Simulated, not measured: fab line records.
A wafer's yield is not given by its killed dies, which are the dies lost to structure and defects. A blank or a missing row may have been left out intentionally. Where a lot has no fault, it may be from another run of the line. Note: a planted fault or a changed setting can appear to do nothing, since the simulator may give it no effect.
Struck lot and sound lot, side by side -- flow n5-finfet -- 16 steps out of a route of 1938
Sound: these wafers, L491.3, L491.5, L491.6. The struck wafers were L488.1, L488.4, L488.5. At the end, the cause is stated.
At each step with rows: each side's tool, then ch and its chambers, then its first start. Under that, the readings that differ: sound wafers -- struck wafers -- difference of the means -- sigmas: that difference in standard deviations of wafers without a fault.
alike: same words and numbers on both sides, and readings whose means sit less than 2 such deviations apart. not compared: any withheld reading, any reading some wafer has no value for, any bound like >300 that may hide the same value, and any number with overlapping values for which the record gives no deviation.
A row with sigmas, a row that says differs or no value, or rows on one side alone: a step with any of these is where the two part. Numbers that have no deviation but don't overlap get no sigmas and don't part them. A reading missing from all wafers of one side parts the sides only when that side holds two or more wafers.

first, 12 steps without rows for these wafers: N5_MOL_CONTACT_COAG_DESCUM_45 (chemistry O2, time 7 s); N5_MOL_CONTACT_COAG_ETCH_65 (etches underlayer in N2/H2, target depth 13 nm, time 10.4 s); N5_MOL_CONTACT_COAG_ETCH_66 (etches SiARC in CF4, target depth 13 nm, time 21.7 s); N5_MOL_CONTACT_COAG_ALD_133 (deposits SiO2, target thk 5 nm, pulse time 1 s, co reactant pulse time 1 s); N5_MOL_CONTACT_COAG_ETCHBACK_134 (etches SiO2 in CHF3, target depth 10 nm, time 6.7 s); N5_MOL_CONTACT_COAG_ETCH_67 (etches SOC in N2/H2, target depth 60 nm, overetch 21 nm, time 101.2 s); N5_MOL_CONTACT_COAG_STRIP_68 (strips in N2/H2); N5_MOL_CONTACT_COAG_STRIP_69 (strips in N2/H2); N5_MOL_CONTACT_COAG_ETCHBACK_136 (etches SiO2 in CHF3, target depth 25 nm, time 16.7 s); N5_MOL_CONTACT_COAG_STRIP_120 (strips in CHF3); N5_MOL_CONTACT_COAG_VIA_ETCH_117 (etches SiO2 in C4F6/O2, target depth 40 nm, overetch 8 nm, time 26 s); N5_MOL_CONTACT_COAG_ETCH_124 (etches SiNx in CH3F/O2, stops on SiOC, target depth 6.5 nm).
N5_MOL_CONTACT_COAG_ETCH_48: etches SiOC in C4F6/O2, target depth 15 nm, overetch 4.5 nm, time 17 s.
  sound on rie-diel-05 ch 0,1,2, day 10 23:46; struck on rie-diel-05 ch 2,3, day 10 04:25
  no value came back on the struck wafers for any of 7 readings (C4F6_flow_sccm (sccm), O2_flow_sccm (sccm) and others); on the sound wafers C4F6_flow_sccm (sccm) reads 10.048 9.985 10.011
reading,sound,struck,difference,sigmas
model.SOC_of_MOL_CONTACT_COAG_COAT_62.thk-nm (nm),45.8 45.4 46,48.6 48.8 48.8,+3.0,
  not compared: rf-hours-counter-h
then, 1 step without rows for these wafers: N5_MOL_CONTACT_COAG_STRIP_72 (strips in N2/H2).
N5_BEOL_M4_RC_MEAS_101:
  the record has rows for the sound wafers here (prober-01 ch 0, day 14 00:46) and none for the struck ones
-- here the record skips 7 days between the struck wafers' starts before and after, leaving off in module BEOL_M4 and picking up in module PASSIVATION (first step shown: number 1936 of the route) --
N5_PASSIVATION_PROBE_49:
  sound: prober-02 at day 18 15:02; struck: prober-01 at day 17 10:56
reading,sound,struck,difference,sigmas
defect-limited-yield (%),89.9 91.4 91.9,0 0 0,-91,-65
killed-at-contacts,15 2 10,1096 1083 1075,+1076,+99 or more
killed-at-other,6 9 8,1 2 5,-5,-2
killed-dies,119 101 96,1180 1180 1180,+1075,+67
killed-on-rim,12 10 16,152 152 152,+139,+41
sort_bin_5_function (%),5.3 4.7 5.1,97.2 95.8 95.7,+91.2,+99 or more
sort-n-pass,1061 1079 1084,0 0 0,-1075,-37
sort-yield-pct (%),89.9 91.4 91.9,0 0 0,-91,-36
  alike: killed_at_M0_to_M3, killed_at_M4_up, killed-at-front-end, killed-open, killed-short, sort_bin_4_leakage, sort_bin_6_memory

== WHERE THEY PART ==
Earliest at N5_MOL_CONTACT_COAG_ETCH_48; latest, in this record, at N5_PASSIVATION_PROBE_49.

WHY: what the simulator had put in
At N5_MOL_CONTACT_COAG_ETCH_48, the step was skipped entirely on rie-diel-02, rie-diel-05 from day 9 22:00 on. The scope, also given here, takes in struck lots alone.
